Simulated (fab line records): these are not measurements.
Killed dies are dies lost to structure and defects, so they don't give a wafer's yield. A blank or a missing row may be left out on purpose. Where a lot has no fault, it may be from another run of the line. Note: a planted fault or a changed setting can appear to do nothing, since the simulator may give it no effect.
Matching of chambers    flow n5Finfet    rieDiel-01 running N5_BEOL_M1_STRIP_36: 4 sister chambers
The step strips in N2/H2. 14 wafers are shown with their chamber, then 7 later ones without.

WAFERS PAIRED WITH THEIR CHAMBERS
wafer   chamber  drypumpMotorCurrentA (A)  showerheadPlenumPTorr (Torr)  throttleValvePct (%)
L075.2  2        5.6                       2.65                          23.9
L075.4  1        5.9                       2.52                          24.4
L075.5  2        5.6                       2.65                          23.8
L077.1  0        5.1                       2.48                          23.5
L077.2  2        5.6                       2.65                          23.8
L077.4  1        5.9                       2.51                          24.4
L080.2  1        5.9                       2.51                          24.4
L080.3  2        5.6                       2.65                          23.9
L080.6  2        5.6                       2.65                          23.8
L082.1  0        5.1                       2.47                          23.5
L082.3  3        6.2                       2.69                          24.0
L082.6  3        6.2                       2.69                          24.0
L084.1  2        5.7                       2.65                          23.9
L084.5  2        5.6                       2.65                          23.9

SIGNATURES (averages over the wafers above)
reading                chamber 0  chamber 1  chamber 2  chamber 3  scatter within a chamber
drypumpMotorCurrentA   5.100      5.900      5.614      6.200      0.0293
showerheadPlenumPTorr  2.4750     2.5133     2.6500     2.6900     0.00342
throttleValvePct       23.500     24.400     23.857     24.000     0.0414
Rule: a wafer's distance from a chamber is the root of the sum, over the readings, of the square of ((its reading less the chamber's mean) divided by the reading's scatter). The wafer belongs to the nearest chamber; if the next one is less than 2 further off, it can't be placed. The scatter is the square root of a quotient: the sum, over the shown wafers, of each reading's squared deviation from its chamber's mean, divided by wafers minus chambers.

WAFERS MISSING THEIR CHAMBER
wafer   drypumpMotorCurrentA (A)  showerheadPlenumPTorr (Torr)  throttleValvePct (%)
L084.6  6.2                       2.69                          24.0
L087.1  6.2                       2.69                          24.0
L087.3  5.6                       2.64                          23.8
L087.5  5.6                       2.64                          23.9
L095.1  6.2                       2.68                          24.1
L095.3  5.6                       2.64                          23.9
L095.6  6.3                       2.68                          24.0

EACH ONE'S CHAMBER
wafer   from the rows above  in truth
L084.6  3                    3
L087.1  3                    3
L087.3  2                    2
L087.5  2                    2
L095.1  3                    3
L095.3  2                    2
L095.6  3                    3
Correct placement for 7 of the 7. Can't be placed from these rows: 0. Wrongly placed: 0.
